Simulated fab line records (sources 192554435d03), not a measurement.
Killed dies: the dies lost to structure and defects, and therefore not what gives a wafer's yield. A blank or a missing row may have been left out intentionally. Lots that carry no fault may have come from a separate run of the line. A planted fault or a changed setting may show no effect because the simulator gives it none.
Chamber matching	flow n5Finfet	4 sister chambers for N5_BEOL_M3_STRIP_66 on rieDiel-02
The step strips in CF4. 4 wafers are shown with their chamber, then 8 later ones without.

== WAFERS WITH THEIR CHAMBER ==
wafer	chamber	drypumpMotorCurrentA (A)
L079.2	2	5.9
L089.1	3	6.3
L089.6	1	6.3
L090.2	0	5.2

== WAFERS WITH NO CHAMBER GIVEN ==
wafer	drypumpMotorCurrentA (A)
L090.3	6.3
L090.5	5.9
L093.2	5.9
L093.5	5.9
L093.6	6.2
L097.1	5.2
L097.3	5.2
L097.4	5.2

== THE CHAMBER EACH PASSED THROUGH ==
wafer	from the rows above	in truth
L090.3	can't be placed: 1 or 3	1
L090.5	2	2
L093.2	2	2
L093.5	2	2
L093.6	can't be placed: 1 or 3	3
L097.1	0	0
L097.3	0	0
L097.4	0	0
6 of 8 placed correctly. Not placeable from these rows: 2 (in 2, the candidates include the true chamber). 0 placed wrongly.
How it was worked out, from the rows above alone: a wafer's distance from a chamber is the root of the sum, over the readings, of the square of ((its reading less the chamber's mean) divided by the reading's scatter). The wafer belongs to the nearest chamber; if the next one is less than 2 further off, it can't be placed. The mean given for a chamber averages the wafers shown for that chamber. The scatter (one wafer shown for each chamber): square how far every hidden wafer sits from the nearest shown wafer, average those squares and take the square root.
